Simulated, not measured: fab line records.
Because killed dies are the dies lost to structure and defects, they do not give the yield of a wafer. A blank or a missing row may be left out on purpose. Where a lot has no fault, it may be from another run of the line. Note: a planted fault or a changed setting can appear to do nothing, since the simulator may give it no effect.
fab line records + flow n5Finfet
record:
- lots: 7
- wafers: 39
route steps=1938 shown FIN_SAQP@147 DUMMY_GATE@237 HKMG_FIN@438 GATE_CUT@466 MOL_CONTACT_COAG@581
startH: start of the lot's first displayed wafer, in hours after the record's first day + waitH: hours from the lot's prior step to this one + " same as the row above + L1.1+2: several wafers, shown together as one row + - no value, or no start was given + * or withheld: withheld + < > ~ a bound
route shown NAME@n: names a module that has steps shown in the file, with the first one's number in the route + usual: mean/standard deviation taken from wafers without a fault + same: alike in all rows + chamber/n: place in a boat + sites: the reading at each site + _std_site: how widely they spread, as a standard deviation + _edge_site: the outer-site mean with the inner-site mean subtracted + radiusMm: for every site, how far away it sits from the centre of the wafer + mask NAME#n: copy n + behind: the tool/chamber that last shaped the wafer + hold: the reason the lot was held/the length of the hold in hours/how it ended + device: names the non-switching transistor (n, p or np) + end of line: at the end of the route, the tests of the same wafers + a step without rows: its recipe alone + killed: at the first sort, the dies lost to defects and structure; wafer yield is something else + map: a wafer's dies, x killed, . not, _ none there
set.NAME: the run value of the setting; set.NAME@STEP: its run value at that earlier step + model.NAME: the simulator's own value behind a step, which no gauge read
lots where settings were altered on purpose, with a table for each step and a row for each wafer
== steps ==
step: N5_FIN_SAQP_FIN_ETCH_36
recipe:
- chemistry: HBr/Cl2/O2
- targetDepthA: 1200
- maskMaterial: SiNx
- timeS: 50.4
- biasW: 102
- pressureMtorr: 10
- icpW: 800
- HBr_flow_sccm: 150
- Cl2_flow_sccm: 80
- O2_flow_sccm: 12
usual:
- oesProductAu: 0.992/0.02
| lot.wafer | tool     | chamber | startH | waitH | set.icpW | oesProductAu | model.FIN_SAQP.featureDepthNm | model.etch.depthNm |
|-----------|----------|---------|--------|-------|----------|--------------|-------------------------------|--------------------|
| L076.1    | rieSi-02 | 1       | 38.74  | 0.0   | 800      | 0.982        | 117.4                         | 117.5              |
| L076.2    | "        | 2       | "      | "     | 800      | 0.970        | 117.2                         | 117.2              |
| L076.3    | "        | 3       | "      | "     | 745.2    | 0.967        | 112.8                         | 112.9              |
| L076.4    | "        | 0       | "      | "     | 800      | 0.998        | 119.4                         | 119.5              |
| L076.5    | "        | 1       | "      | "     | 745.2    | 0.959        | 113.6                         | 113.7              |
| L076.6    | "        | 0       | "      | "     | 745.2    | 0.977        | 115.4                         | 115.3              |
| L077.1    | rieSi-04 | 2       | 46.50  | 0.0   | 731.3    | 0.991        | 115                           | 115.1              |
| L077.2    | "        | 0       | "      | "     | 731.3    | 0.989        | 117.2                         | 117.3              |
| L077.3    | "        | 1       | "      | "     | 800      | 1.020        | 123.6                         | 123.6              |
| L077.4    | "        | 3       | "      | "     | 731.3    | 0.974        | 113.2                         | 113.2              |
| L077.5    | "        | 3       | "      | "     | 800      | 1.008        | 117.8                         | 117.8              |
| L077.6    | "        | 0       | "      | "     | 800      | 0.998        | 121.4                         | 121.5              |
| L087.1    | rieSi-03 | 1       | 105.12 | 0.0   | 670.6    | 0.928        | 109                           | 109                |
| L087.2    | "        | 2       | "      | "     | 670.6    | 0.902        | 108.2                         | 108.2              |
| L087.3    | "        | 3       | "      | "     | 800      | 0.965        | 119.8                         | 119.8              |
| L087.4    | "        | 0       | "      | "     | 670.6    | 0.948        | 110.8                         | 110.7              |
| L087.5    | "        | 0       | "      | "     | 800      | 0.995        | 120                           | 120                |
| L087.6    | "        | 3       | "      | "     | 800      | 0.965        | 120.8                         | 120.8              |
| L088.1    | rieSi-04 | 1       | 112.69 | 0.0   | 800      | 1.021        | 122.4                         | 122.5              |
| L088.2    | "        | 0       | "      | "     | 711.2    | 0.984        | 116                           | 116                |
| L088.3    | "        | 2       | "      | "     | 711.2    | 0.978        | 115                           | 115.1              |
| L088.4    | "        | 3       | "      | "     | 711.2    | 0.976        | 112.2                         | 112.3              |
| L088.5    | "        | 1       | "      | "     | 800      | 1.022        | 123.8                         | 123.8              |
| L088.6    | "        | 0       | "      | "     | 800      | 1.012        | 121.6                         | 121.6              |
| L090.1    | rieSi-02 | 3       | 125.01 | 0.0   | 800      | 0.998        | 118.2                         | 118.1              |
| L090.2    | "        | 0       | "      | "     | 800      | 0.999        | 119                           | 119.1              |
| L090.3    | "        | 1       | "      | "     | 862.9    | 1.013        | 122.4                         | 122.3              |
| L090.4    | "        | 2       | "      | "     | 862.9    | 1.005        | 123                           | 123                |
| L090.5    | "        | 1       | "      | "     | 800      | 0.995        | 118.2                         | 118.3              |
| L090.6    | "        | 0       | "      | "     | 862.9    | 1.029        | 123.6                         | 123.6              |
| L094.1    | rieSi-04 | 1       | 145.97 | 0.0   | 800      | 1.029        | 125                           | 125                |
| L094.2    | "        | 2       | "      | "     | 654.4    | 0.946        | 110.6                         | 110.6              |
| L094.3    | "        | 3       | "      | "     | 800      | 1.018        | 119.4                         | 119.4              |
| L094.4    | "        | 0       | "      | "     | 800      | 1.014        | 121.8                         | 121.9              |
| L094.5    | "        | 0       | "      | "     | 654.4    | 0.939        | 111.4                         | 111.3              |
| L094.6    | "        | 1       | "      | "     | 654.4    | 0.962        | 113.6                         | 113.6              |
| L096.3    | rieSi-02 | 1       | 158.05 | 0.0   | 800      | 0.987        | 118.6                         | 118.6              |
| L096.4    | "        | 2       | "      | "     | 800      | 0.973        | 118                           | 118                |
| L096.6    | "        | 1       | "      | "     | 800      | 0.991        | 119.6                         | 119.5              |
step: N5_FIN_SAQP_PRECLEAN_38
recipe:
- chemistry: O3/DIW
- timeS: 45
- tempC: 22
- o3Ppm: 10
step: N5_FIN_SAQP_PRECLEAN_45
recipe:
- chemistry: dHF
- timeS: 10
- dilution: 500:1
- tempC: 25
step: N5_FIN_SAQP_SRD_39
recipe:
- dry: ipaMarangoni
- timeS: 30
- tempC: 23
- rinseLiquid: diw
step: N5_FIN_SAQP_OCD_MEAS_76
usual:
- trenchDepthNm: 119.2/2
| lot.wafer | tool   | chamber | startH | waitH | set.icpW@FIN_SAQP_FIN_ETCH_36 | trenchDepthNm |
|-----------|--------|---------|--------|-------|-------------------------------|---------------|
| L076.1    | ocd-01 | -       | 38.96  | 0.0   | 800                           | 117.4         |
| L076.2    | "      | -       | "      | "     | 800                           | 117.6         |
| L076.3    | "      | -       | "      | "     | 745.2                         | 112.8         |
| L076.4    | "      | -       | "      | "     | 800                           | 119.1         |
| L076.5    | "      | -       | "      | "     | 745.2                         | 113.9         |
| L076.6    | "      | -       | "      | "     | 745.2                         | 115.3         |
| L077.1    | ocd-01 | -       | 46.72  | 0.0   | 731.3                         | 114.7         |
| L077.2    | "      | -       | "      | "     | 731.3                         | 117.2         |
| L077.3    | "      | -       | "      | "     | 800                           | 123.8         |
| L077.4    | "      | -       | "      | "     | 731.3                         | 112.8         |
| L077.5    | "      | -       | "      | "     | 800                           | 117.3         |
| L077.6    | "      | -       | "      | "     | 800                           | 121.7         |
| L087.1    | ocd-01 | -       | 105.34 | 0.0   | 670.6                         | 108.8         |
| L087.2    | "      | -       | "      | "     | 670.6                         | 108.9         |
| L087.3    | "      | -       | "      | "     | 800                           | 119.6         |
| L087.4    | "      | -       | "      | "     | 670.6                         | 110.6         |
| L087.5    | "      | -       | "      | "     | 800                           | 119.8         |
| L087.6    | "      | -       | "      | "     | 800                           | 120.3         |
| L088.1    | ocd-02 | -       | 112.91 | 0.0   | 800                           | 122.4         |
| L088.2    | "      | -       | "      | "     | 711.2                         | 116.1         |
| L088.3    | "      | -       | "      | "     | 711.2                         | 115.2         |
| L088.4    | "      | -       | "      | "     | 711.2                         | 112.6         |
| L088.5    | "      | -       | "      | "     | 800                           | 123.5         |
| L088.6    | "      | -       | "      | "     | 800                           | 121.6         |
| L090.1    | ocd-01 | -       | 125.23 | 0.0   | 800                           | 118.3         |
| L090.2    | "      | -       | "      | "     | 800                           | 119.2         |
| L090.3    | "      | -       | "      | "     | 862.9                         | 122.3         |
| L090.4    | "      | -       | "      | "     | 862.9                         | 122.8         |
| L090.5    | "      | -       | "      | "     | 800                           | 118.0         |
| L090.6    | "      | -       | "      | "     | 862.9                         | 124.1         |
| L094.1    | ocd-02 | -       | 146.19 | 0.0   | 800                           | 125.1         |
| L094.2    | "      | -       | "      | "     | 654.4                         | 110.5         |
| L094.3    | "      | -       | "      | "     | 800                           | 119.8         |
| L094.4    | "      | -       | "      | "     | 800                           | 121.7         |
| L094.5    | "      | -       | "      | "     | 654.4                         | 111.6         |
| L094.6    | "      | -       | "      | "     | 654.4                         | 113.6         |
| L096.3    | ocd-01 | -       | 158.28 | 0.0   | 800                           | 118.4         |
| L096.4    | "      | -       | "      | "     | 800                           | 117.8         |
| L096.6    | "      | -       | "      | "     | 800                           | 119.8         |
step: N5_DUMMY_GATE_ETCH_37
recipe:
- chemistry: N2/H2
- target: SOC
- targetDepthA: 600
- overetchA: 300
- tempC: 40
- ionEnergyEv: 200
- pressureMtorr: 30
- sourceW: 840
- biasW: 150
- n2FlowSccm: 200
- h2FlowSccm: 200
usual:
- rfVppV: 523.2/2.6
| lot.wafer | tool       | chamber | startH | waitH | set.sourceW | rfVppV |
|-----------|------------|---------|--------|-------|-------------|--------|
| L076.1    | rieDiel-04 | 2       | 59.62  | 0.0   | 840         | 524.3  |
| L076.2    | "          | 3       | "      | "     | 931.7       | 504.8  |
| L076.3    | "          | 0       | "      | "     | 840         | 521.1  |
| L076.4    | "          | 1       | "      | "     | 931.7       | 501.9  |
| L076.5    | "          | 0       | "      | "     | 840         | 520.7  |
| L076.6    | "          | 1       | "      | "     | 931.7       | 502.3  |
| L077.1    | rieDiel-04 | 1       | 66.51  | 0.0   | 840         | 521.8  |
| L077.2    | "          | 3       | "      | "     | 840         | 521.0  |
| L077.3    | "          | 2       | "      | "     | 840         | 523.1  |
| L077.4    | "          | 0       | "      | "     | 765.5       | 538.3  |
| L077.5    | "          | 3       | "      | "     | 765.5       | 539.2  |
| L077.6    | "          | 0       | "      | "     | 765.5       | 538.1  |
| L087.1    | rieDiel-04 | 0       | 127.01 | 0.0   | 840         | 521.6  |
| L087.2    | "          | 1       | "      | "     | 926.2       | 504.5  |
| L087.3    | "          | 3       | "      | "     | 840         | 521.4  |
| L087.4    | "          | 2       | "      | "     | 840         | 522.8  |
| L087.5    | "          | 2       | "      | "     | 926.2       | 507.7  |
| L087.6    | "          | 3       | "      | "     | 926.2       | 504.5  |
| L088.1    | rieDiel-04 | 2       | 133.88 | 0.0   | 840         | 522.9  |
| L088.2    | "          | 3       | "      | "     | 840         | 519.5  |
| L088.3    | "          | 1       | "      | "     | 840         | 521.5  |
| L088.4    | "          | 0       | "      | "     | 840         | 520.7  |
| L088.5    | "          | 0       | "      | "     | 840         | 519.6  |
| L088.6    | "          | 1       | "      | "     | 840         | 520.7  |
| L090.1    | rieDiel-03 | 0       | 145.60 | 0.0   | 840         | 522.9  |
| L090.2    | "          | 1       | "      | "     | 697.2       | 560.8  |
| L090.3    | "          | 3       | "      | "     | 840         | 522.5  |
| L090.4    | "          | 2       | "      | "     | 697.2       | 559.7  |
| L090.5    | "          | 1       | "      | "     | 840         | 528.0  |
| L090.6    | "          | 2       | "      | "     | 697.2       | 559.7  |
| L094.1    | rieDiel-05 | 2       | 166.92 | 0.0   | 840         | 526.5  |
| L094.2    | "          | 0       | "      | "     | 990.5       | 496.3  |
| L094.3    | "          | 3       | "      | "     | 990.5       | 495.2  |
| L094.4    | "          | 1       | "      | "     | 840         | 519.9  |
| L094.5    | "          | 2       | "      | "     | 990.5       | 497.5  |
| L094.6    | "          | 3       | "      | "     | 840         | 523.6  |
| L096.3    | rieDiel-04 | 1       | 178.04 | 0.0   | 840         | 519.6  |
| L096.4    | "          | 2       | "      | "     | 840         | 522.8  |
| L096.6    | "          | 2       | "      | "     | 840         | 523.0  |
step: N5_HKMG_FIN_ETCH_35
recipe:
- chemistry: N2/H2
- target: SOC
- targetDepthA: 2158
- ionEnergyEv: 65
- biasW: 5
- sourceW: 3000
- timeS: 243.4
- pressureMtorr: 30
- n2FlowSccm: 200
- h2FlowSccm: 200
| lot.wafer | tool       | chamber | startH | waitH | set.targetDepthA | model.SOC_of_HKMG_FIN_COAT_29.thkNm | model.etch.depthNm | model.HKMG_FIN.featureDepthNm |
|-----------|------------|---------|--------|-------|------------------|-------------------------------------|--------------------|-------------------------------|
| L076.1    | rieDiel-06 | 1       | 90.51  | 0.0   | 2016             | 100.4                               | 199                | 199                           |
| L076.2    | "          | 3       | "      | "     | 2016             | 93.2                                | 206.5              | 206.4                         |
| L076.3    | "          | 2       | "      | "     | 2158             | 79.4                                | 220.2              | 220.2                         |
| L076.4    | "          | 2       | "      | "     | 2158             | 79.4                                | 220.9              | 220.8                         |
| L076.5    | "          | 3       | "      | "     | 2016             | 94.4                                | 205.6              | 205.6                         |
| L076.6    | "          | 1       | "      | "     | 2158             | 88.2                                | 211.3              | 211.2                         |
| L077.1    | rieDiel-06 | 0       | 95.44  | 0.0   | 2158             | 83.8                                | 214.5              | 214.4                         |
| L077.2    | "          | 3       | "      | "     | 2158             | 79.2                                | 218.9              | 219                           |
| L077.3    | "          | 1       | "      | "     | 2158             | 87                                  | 211.7              | 211.8                         |
| L077.4    | "          | 2       | "      | "     | 2158             | 77.8                                | 219.4              | 219.4                         |
| L077.5    | "          | 3       | "      | "     | 2158             | 79.2                                | 219.4              | 219.4                         |
| L077.6    | "          | 2       | "      | "     | 2158             | 80.4                                | 218.1              | 218                           |
| L087.1    | rieDiel-02 | 1       | 155.76 | 0.0   | 2412             | 53.8                                | 246.4              | 246.4                         |
| L087.2    | "          | 3       | "      | "     | 2158             | 86.8                                | 213                | 213                           |
| L087.3    | "          | 0       | "      | "     | 2158             | 82.4                                | 217.5              | 217.4                         |
| L087.4    | "          | 2       | "      | "     | 2412             | 57.6                                | 241.9              | 242                           |
| L087.5    | "          | 3       | "      | "     | 2158             | 85.8                                | 214.1              | 214                           |
| L087.6    | "          | 2       | "      | "     | 2412             | 59                                  | 241.2              | 241.2                         |
| L088.1    | rieDiel-02 | 1       | 163.16 | 0.0   | 2158             | 83.2                                | 216.9              | 217                           |
| L088.2    | "          | 3       | "      | "     | 2158             | 86.4                                | 213.9              | 213.8                         |
| L088.3    | "          | 0       | "      | "     | 2158             | 84.6                                | 215.7              | 215.6                         |
| L088.4    | "          | 2       | "      | "     | 2158             | 84.2                                | 216.7              | 216.8                         |
| L088.5    | "          | 0       | "      | "     | 2158             | 83.2                                | 217                | 217                           |
| L088.6    | "          | 3       | "      | "     | 2158             | 88.4                                | 212                | 212                           |
| L090.1    | rieDiel-01 | 0       | 173.89 | 0.0   | 2158             | 78.4                                | 221.2              | 221.2                         |
| L090.2    | "          | 1       | "      | "     | 1971             | 105.6                               | 194.9              | 195                           |
| L090.3    | "          | 3       | "      | "     | 1971             | 104.4                               | 195.4              | 195.4                         |
| L090.4    | "          | 3       | "      | "     | 2158             | 86.8                                | 213.2              | 213.2                         |
| L090.5    | "          | 0       | "      | "     | 1971             | 97.8                                | 202.4              | 202.4                         |
| L090.6    | "          | 1       | "      | "     | 2158             | 87.4                                | 213                | 213                           |
| L094.1    | rieDiel-06 | 3       | 195.39 | 0.0   | 2003             | 97.4                                | 202.9              | 203                           |
| L094.2    | "          | 1       | "      | "     | 2158             | 90.4                                | 210                | 210                           |
| L094.3    | "          | 0       | "      | "     | 2003             | 100.4                               | 200.7              | 200.8                         |
| L094.4    | "          | 2       | "      | "     | 2158             | 80.8                                | 220.2              | 220.2                         |
| L094.5    | "          | 1       | "      | "     | 2158             | 89.6                                | 211.1              | 211.2                         |
| L094.6    | "          | 2       | "      | "     | 2003             | 95.6                                | 205.6              | 205.6                         |
| L096.3    | rieDiel-01 | 2       | 208.53 | 0.0   | 2158             | 86.8                                | 213.6              | 213.6                         |
| L096.4    | "          | 0       | "      | "     | 2158             | 80.2                                | 220.9              | 221                           |
| L096.6    | "          | 1       | "      | "     | 2158             | 90.6                                | 209.7              | 209.8                         |
step: N5_GATE_CUT_ETCH_56
recipe:
- chemistry: Cl2/Ar
- target: TiN
- targetDepthA: 216
- pressureMtorr: 10
- icpW: 600
- biasW: 60
- Cl2_flow_sccm: 40
- Ar_flow_sccm: 60
| lot.wafer | tool        | chamber | startH | waitH | set.icpW | model.etch.depthNm |
|-----------|-------------|---------|--------|-------|----------|--------------------|
| L076.1    | rieMetal-03 | 0       | 94.87  | 0.1   | 638.4    | 22.45              |
| L076.2    | "           | 1       | "      | "     | 600      | 21.44              |
| L076.3    | "           | 1       | "      | "     | 600      | 21.29              |
| L076.4    | "           | 0       | "      | "     | 600      | 21.42              |
| L076.5    | "           | 0       | "      | "     | 638.4    | 22.46              |
| L076.6    | "           | 1       | "      | "     | 638.4    | 22.63              |
| L077.1    | rieMetal-01 | 0       | 99.67  | 0.1   | 600      | 22.75              |
| L077.2    | "           | 1       | "      | "     | 600      | 22.23              |
| L077.3    | "           | 0       | "      | "     | 600      | 22.91              |
| L077.4    | "           | 1       | "      | "     | 600      | 22.57              |
| L077.5    | "           | 0       | "      | "     | 600      | 22.71              |
| L077.6    | "           | 1       | "      | "     | 600      | 22.29              |
| L087.1    | rieMetal-02 | 1       | 160.11 | 0.1   | 600      | 21.63              |
| L087.2    | "           | 0       | "      | "     | 600      | 21.07              |
| L087.3+5  | "           | 1       | "      | "     | 600      | 21.98              |
| L087.4    | "           | 0       | "      | "     | 600      | 21.15              |
| L087.6    | "           | 0       | "      | "     | 600      | 21.1               |
| L088.1    | rieMetal-02 | 1       | 167.57 | 0.1   | 649      | 23.11              |
| L088.2    | "           | 0       | "      | "     | 649      | 22.41              |
| L088.3    | "           | 0       | "      | "     | 649      | 22.46              |
| L088.4    | "           | 1       | "      | "     | 600      | 21.76              |
| L088.5    | "           | 1       | "      | "     | 600      | 21.72              |
| L088.6    | "           | 0       | "      | "     | 600      | 20.84              |
| L090.1    | rieMetal-01 | 0       | 178.19 | 0.1   | 600      | 22.79              |
| L090.2    | "           | 1       | "      | "     | 696.3    | 25.39              |
| L090.3    | "           | 0       | "      | "     | 696.3    | 25.75              |
| L090.4    | "           | 1       | "      | "     | 696.3    | 25.55              |
| L090.5    | "           | 1       | "      | "     | 600      | 22.32              |
| L090.6    | "           | 0       | "      | "     | 600      | 22.65              |
| L094.1    | rieMetal-03 | 1       | 199.65 | 0.1   | 673.9    | 23.9               |
| L094.2    | "           | 0       | "      | "     | 600      | 21.58              |
| L094.3    | "           | 1       | "      | "     | 600      | 21.56              |
| L094.4    | "           | 0       | "      | "     | 600      | 21.42              |
| L094.5    | "           | 1       | "      | "     | 673.9    | 23.63              |
| L094.6    | "           | 0       | "      | "     | 673.9    | 23.69              |
| L096.3    | rieMetal-01 | 0       | 212.79 | 0.1   | 600      | 22.8               |
| L096.4    | "           | 1       | "      | "     | 600      | 22.18              |
| L096.6    | "           | 1       | "      | "     | 600      | 22.04              |
step: N5_GATE_CUT_ALD_22
recipe:
- material: SiNx
- targetThkA: 160
- tempC: 400
- aldPrecursorFamily: SiH2I2
- aldCoReactant: N2/H2-plasma
- pulseTimeS: 1
- aldCycles: 320
- purgeTimeS: 2
- coReactantPurgeTimeS: 2
- pressureTorr: 2
| lot.wafer      | tool      | chamber   | startH | waitH | set.aldCycles | model.SiNx_of_GATE_CUT_ALD_22.thkNm |
|----------------|-----------|-----------|--------|-------|---------------|-------------------------------------|
| L076.1+2+3+5+6 | aldSin-04 | 0,3,1,0,3 | 99.65  | 0.0   | 320           | 16                                  |
| L076.4         | "         | 2         | "      | "     | 320           | 15.8                                |
| L077.1+3+4     | aldSin-03 | 3,1,2     | 104.18 | 0.0   | 294           | 14.8                                |
| L077.2+6       | "         | 0,2       | "      | "     | 320           | 16                                  |
| L077.5         | "         | 3         | "      | "     | 320           | 16.2                                |
| L087.1+3+5     | aldSin-01 | 0,3,1     | 164.62 | 0.0   | 320           | 16                                  |
| L087.2+4       | "         | 2,1       | "      | "     | 334           | 16.6                                |
| L087.6         | "         | 2         | "      | "     | 334           | 16.4                                |
| L088.1         | aldSin-03 | 3         | 172.52 | 0.0   | 346           | 17.4                                |
| L088.2+3+5     | "         | 1,0,1     | "      | "     | 320           | 16                                  |
| L088.4+6       | "         | 2         | "      | "     | 346           | 17.2                                |
| L090.1+3+6     | aldSin-01 | 0,3,1     | 183.40 | 0.6   | 320           | 16                                  |
| L090.2+4+5     | "         | 1,2,2     | "      | "     | 272           | 13.6                                |
| L094.1+5+6     | aldSin-01 | 3,0,3     | 204.06 | 0.0   | 320           | 16                                  |
| L094.2+4       | "         | 1,0       | "      | "     | 320           | 16.2                                |
| L094.3         | "         | 2         | "      | "     | 320           | 15.8                                |
| L096.3+4+6     | aldSin-04 | 0,2,1     | 217.56 | 0.0   | 320           | 16                                  |
step: N5_MOL_CONTACT_COAG_ETCH_91
recipe:
- chemistry: N2/H2
- target: SOC
- targetDepthA: 600
- overetchA: 210
- maskMaterial: SiARC
- tempC: 40
- timeS: 101.2
- ionEnergyEv: 200
- pressureMtorr: 30
- sourceW: 840
- biasW: 150
- n2FlowSccm: 200
- h2FlowSccm: 200
usual:
- rfVppV: 524.5/2.7
| lot.wafer | tool       | chamber | startH | waitH | set.sourceW | rfVppV | model.SiARC_of_MOL_CONTACT_COAG_COAT_76.thkNm |
|-----------|------------|---------|--------|-------|-------------|--------|-----------------------------------------------|
| L076.1    | rieDiel-02 | 3       | 116.42 | 0.0   | 840         | 521.4  | 5.8                                           |
| L076.2    | "          | 2       | "      | "     | 840         | 527.5  | 6                                             |
| L076.3    | "          | 0       | "      | "     | 840         | 525.3  | 5.8                                           |
| L076.4    | "          | 1       | "      | "     | 840         | 525.2  | 5.8                                           |
| L076.5    | "          | 1       | "      | "     | 840         | 525.5  | 5.8                                           |
| L076.6    | "          | 2       | "      | "     | 840         | 528.2  | 6                                             |
| L077.1    | rieDiel-02 | 2       | 117.91 | 0.0   | 778.6       | 540.9  | 6.2                                           |
| L077.2    | "          | 3       | "      | "     | 840         | 523.8  | 5.8                                           |
| L077.3    | "          | 0       | "      | "     | 778.6       | 539.7  | 6                                             |
| L077.4    | "          | 1       | "      | "     | 840         | 526.1  | 5.8                                           |
| L077.5    | "          | 1       | "      | "     | 840         | 525.3  | 5.8                                           |
| L077.6    | "          | 2       | "      | "     | 778.6       | 540.7  | 6.2                                           |
| L087.1    | rieDiel-02 | 0       | 177.61 | 0.0   | 840         | 525.8  | 5.8                                           |
| L087.2    | "          | 2       | "      | "     | 840         | 527.9  | 5.8                                           |
| L087.3    | "          | 3       | "      | "     | 771.2       | 537.8  | 6                                             |
| L087.4    | "          | 1       | "      | "     | 771.2       | 538.8  | 5.8                                           |
| L087.5    | "          | 0       | "      | "     | 840         | 525.9  | 5.8                                           |
| L087.6    | "          | 1       | "      | "     | 771.2       | 540.3  | 6                                             |
| L088.1    | rieDiel-02 | 2       | 184.39 | 0.0   | 776         | 542.1  | 6                                             |
| L088.2    | "          | 3       | "      | "     | 776         | 536.4  | 6                                             |
| L088.3    | "          | 0       | "      | "     | 840         | 525.1  | 5.8                                           |
| L088.4    | "          | 1       | "      | "     | 840         | 523.7  | 5.6                                           |
| L088.5    | "          | 1       | "      | "     | 840         | 526.3  | 5.8                                           |
| L088.6    | "          | 0       | "      | "     | 776         | 539.3  | 6                                             |
| L090.1    | rieDiel-06 | 1       | 196.72 | 0.0   | 840         | 520.6  | 5.8                                           |
| L090.2    | "          | 2       | "      | "     | 943.6       | 508.1  | 5.4                                           |
| L090.3    | "          | 3       | "      | "     | 840         | 527.6  | 5.6                                           |
| L090.4    | "          | 0       | "      | "     | 943.6       | 507.0  | 5.4                                           |
| L090.5    | "          | 3       | "      | "     | 840         | 527.8  | 5.6                                           |
| L090.6    | "          | 2       | "      | "     | 943.6       | 508.1  | 5.4                                           |
| L094.1    | rieDiel-02 | 3       | 217.85 | 0.0   | 840         | 521.5  | 5.8                                           |
| L094.2    | "          | 0       | "      | "     | 687.4       | 561.0  | 6.2                                           |
| L094.3    | "          | 2       | "      | "     | 687.4       | 562.4  | 6.2                                           |
| L094.4    | "          | 1       | "      | "     | 840         | 524.0  | 5.8                                           |
| L094.5    | "          | 0       | "      | "     | 687.4       | 560.1  | 6.2                                           |
| L094.6    | "          | 3       | "      | "     | 840         | 522.2  | 5.8                                           |
| L096.3    | rieDiel-02 | 2       | 231.22 | 0.0   | 840         | 527.0  | 5.8                                           |
| L096.4    | "          | 0       | "      | "     | 840         | 526.4  | 5.8                                           |
| L096.6    | "          | 3       | "      | "     | 840         | 521.7  | 5.8                                           |
step: N5_MOL_CONTACT_COAG_ETCH_67
recipe:
- chemistry: N2/H2
- target: SOC
- targetDepthA: 600
- overetchA: 210
- maskMaterial: SiARC
- tempC: 40
- timeS: 101.2
- ionEnergyEv: 200
- pressureMtorr: 30
- sourceW: 840
- biasW: 150
- n2FlowSccm: 200
- h2FlowSccm: 200
| lot.wafer  | tool       | chamber | startH | waitH | set.targetDepthA | model.SiARC_of_MOL_CONTACT_COAG_COAT_63.thkNm |
|------------|------------|---------|--------|-------|------------------|-----------------------------------------------|
| L076.1+5   | rieDiel-01 | 1,2     | 117.91 | 0.0   | 661.7            | 5.6                                           |
| L076.2+4+6 | "          | 3,2,3   | "      | "     | 600              | 5.8                                           |
| L076.3     | "          | 0       | "      | "     | 661.7            | 5.4                                           |
| L077.1+4+6 | rieDiel-01 | 1,0,2   | 120.02 | 0.0   | 600              | 5.8                                           |
| L077.2+3+5 | "          | 3,2,3   | "      | "     | 560.8            | 6                                             |
| L087.1     | rieDiel-01 | 0       | 179.02 | 0.0   | 537.4            | 6                                             |
| L087.2     | "          | 1       | "      | "     | 600              | 6                                             |
| L087.3+6   | "          | 3,1     | "      | "     | 537.4            | 6.2                                           |
| L087.4+5   | "          | 3,0     | "      | "     | 600              | 5.8                                           |
| L088.1+5   | rieDiel-01 | 3       | 185.88 | 0.0   | 600              | 5.8                                           |
| L088.2+3+4 | "          | 1,2,0   | "      | "     | 522.9            | 6.2                                           |
| L088.6     | "          | 0       | "      | "     | 600              | 5.6                                           |
| L090.1     | rieDiel-02 | 1       | 197.97 | 0.0   | 600              | 5.6                                           |
| L090.2+5+6 | "          | 2,3,2   | "      | "     | 569.2            | 6                                             |
| L090.3+4   | "          | 0,3     | "      | "     | 600              | 5.8                                           |
| L094.1     | rieDiel-01 | 1       | 219.88 | 0.0   | 600              | 6                                             |
| L094.2+3   | "          | 2,0     | "      | "     | 600              | 5.8                                           |
| L094.4+5+6 | "          | 3,0,3   | "      | "     | 532.9            | 6.2                                           |
| L096.3+4+6 | rieDiel-01 | 2,1,1   | 232.79 | 0.0   | 600              | 5.8                                           |
== key ==
split:
- step: N5_FIN_SAQP_FIN_ETCH_36
- setting: icpW
- stated: 800
- by: wafer
response:
- step: N5_FIN_SAQP_FIN_ETCH_36
- reading: oesProductAu
- change: +0.00331
- per: 1%
- r: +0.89
response:
- step: N5_FIN_SAQP_FIN_ETCH_36
- reading: model.FIN_SAQP.featureDepthNm
- change: +0.63
- per: 1%
- r: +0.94
response:
- step: N5_FIN_SAQP_FIN_ETCH_36
- reading: model.etch.depthNm
- change: +0.631
- per: 1%
- r: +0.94
response:
- step: N5_FIN_SAQP_OCD_MEAS_76
- reading: trenchDepthNm
- change: +0.622
- per: 1%
- r: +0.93
split:
- step: N5_DUMMY_GATE_ETCH_37
- setting: sourceW
- stated: 840
- by: wafer
response:
- step: N5_DUMMY_GATE_ETCH_37
- reading: rfVppV
- change: -1.76
- per: 1%
- r: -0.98
split:
- step: N5_HKMG_FIN_ETCH_35
- setting: targetDepthA
- stated: 2158
- by: wafer
response:
- step: N5_HKMG_FIN_ETCH_35
- reading: model.SOC_of_HKMG_FIN_COAT_29.thkNm
- change: -2.14
- per: 1%
- r: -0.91
response:
- step: N5_HKMG_FIN_ETCH_35
- reading: model.etch.depthNm
- change: +2.14
- per: 1%
- r: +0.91
response:
- step: N5_HKMG_FIN_ETCH_35
- reading: model.HKMG_FIN.featureDepthNm
- change: +2.14
- per: 1%
- r: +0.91
split:
- step: N5_GATE_CUT_ETCH_56
- setting: icpW
- stated: 600
- by: wafer
response:
- step: N5_GATE_CUT_ETCH_56
- reading: model.etch.depthNm
- change: +0.179
- per: 1%
- r: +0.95
split:
- step: N5_GATE_CUT_ALD_22
- setting: aldCycles
- stated: 320
- by: wafer
response:
- step: N5_GATE_CUT_ALD_22
- reading: model.SiNx_of_GATE_CUT_ALD_22.thkNm
- change: +0.157
- per: 1%
- r: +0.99
split:
- step: N5_MOL_CONTACT_COAG_ETCH_91
- setting: sourceW
- stated: 840
- by: wafer
response:
- step: N5_MOL_CONTACT_COAG_ETCH_91
- reading: rfVppV
- change: -1.88
- per: 1%
- r: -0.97
response:
- step: N5_MOL_CONTACT_COAG_ETCH_91
- reading: model.SiARC_of_MOL_CONTACT_COAG_COAT_76.thkNm
- change: -0.0244
- per: 1%
- r: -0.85
split:
- step: N5_MOL_CONTACT_COAG_ETCH_67
- setting: targetDepthA
- stated: 600
- by: wafer
response:
- step: N5_MOL_CONTACT_COAG_ETCH_67
- reading: model.SiARC_of_MOL_CONTACT_COAG_COAT_63.thkNm
- change: -0.0312
- per: 1%
- r: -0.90
